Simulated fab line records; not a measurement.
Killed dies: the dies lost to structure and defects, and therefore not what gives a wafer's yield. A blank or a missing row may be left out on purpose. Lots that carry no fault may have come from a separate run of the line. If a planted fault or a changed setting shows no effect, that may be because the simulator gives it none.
2 desks, one fault    flow n5-finfet    each desk has only its own numbers; what lay behind them comes last

== AT THE METROLOGY DESK ==
What the gauges read, lot by lot, whatever tool the lot ran on: means of the sampled wafers that have a number. A lot is out of limits, marked OUT, if its mean lies more than 4 standard deviations from the usual mean; the brackets give that distance. Readings shown: 7 of its 10, picked as those furthest out on some lot.
Columns: A = DIBL_N at N5_BEOL_M4_RC_MEAS_101, usual 36.0 mV/V; B = DIBL_P at N5_BEOL_M4_RC_MEAS_101, usual 36.2 mV/V; C = IOFF_N at N5_BEOL_M4_RC_MEAS_101, usual 0.16 nA/um; D = ION_N at N5_BEOL_M4_RC_MEAS_101, usual 671 uA/um; E = ION_P at N5_BEOL_M4_RC_MEAS_101, usual 461 uA/um; F = SS_N at N5_BEOL_M4_RC_MEAS_101, usual 71.5 mV/dec; G = SS_P at N5_BEOL_M4_RC_MEAS_101, usual 73.4 mV/dec
lot   first seen here  A     B     C     D    E    F     G
L279  day 8 12:22      35.1  34.3  0.14  664  464  71.3  72.6
L280  day 8 21:15      33.9  35.7  0.13  655  449  71.9  73.1
L282  day 9 14:58      35.2  37.6  0.16  665  458  71.6  73.6
L284  day 9 23:16      40.3  40.8  0.23  692  467  72.7  75.0
L286  day 10 07:52     36.5  36.1  0.15  664  459  71.5  72.9
L290  day 11 11:53     33.6  32.4  0.12  660  449  71.0  72.4
L294  day 12 11:42     35.3  36.3  0.16  671  466  71.6  73.6
L299  day 13 18:57     36.4  36.9  0.16  675  467  72.1  73.3
L300  day 13 21:25     36.8  36.4  0.19  683  469  71.6  73.5
L302  day 14 06:51     35.5  36.4  0.15  680  465  70.9  74.0
Result from this desk: across the 10 lots, nothing is out of limits.

== FOR THE TOOL OWNER'S DESK: ald-metal-02 ==
The tool's own readings at N5_HKMG_FIN_NWFM_ALD_20 (deposits TiAlC, target thk 2 nm, pulse time 3 s, purge time 2 s): means of the sampled wafers that have a number, for each lot that ran on this tool. A lot is out of limits, marked OUT, if its mean lies more than 4 standard deviations from the usual mean; the brackets give that distance.
Columns: A = heater-power-w at N5_HKMG_FIN_NWFM_ALD_20, usual 510 W; B = precursor-pulse-height-rel at N5_HKMG_FIN_NWFM_ALD_20, usual 1.003
lot   first seen here  A    B
L280  day 4 13:11      543  1.002
L282  day 4 22:32      539  0.985
L284  day 5 12:09      488  1.011
L286  day 6 04:50      506  1.004
L290  day 7 02:44      504  1.034
L299  day 9 06:41      522  1.016
L302  day 10 04:08     526  0.994
Result from this desk: across the 7 lots, nothing is out of limits.

== PUT TOGETHER ==
Metrology desk: nothing out of limits seen.
Nothing out of limits was seen by the tool owner's desk.

== WHAT THE SIMULATOR HAD PUT IN ==
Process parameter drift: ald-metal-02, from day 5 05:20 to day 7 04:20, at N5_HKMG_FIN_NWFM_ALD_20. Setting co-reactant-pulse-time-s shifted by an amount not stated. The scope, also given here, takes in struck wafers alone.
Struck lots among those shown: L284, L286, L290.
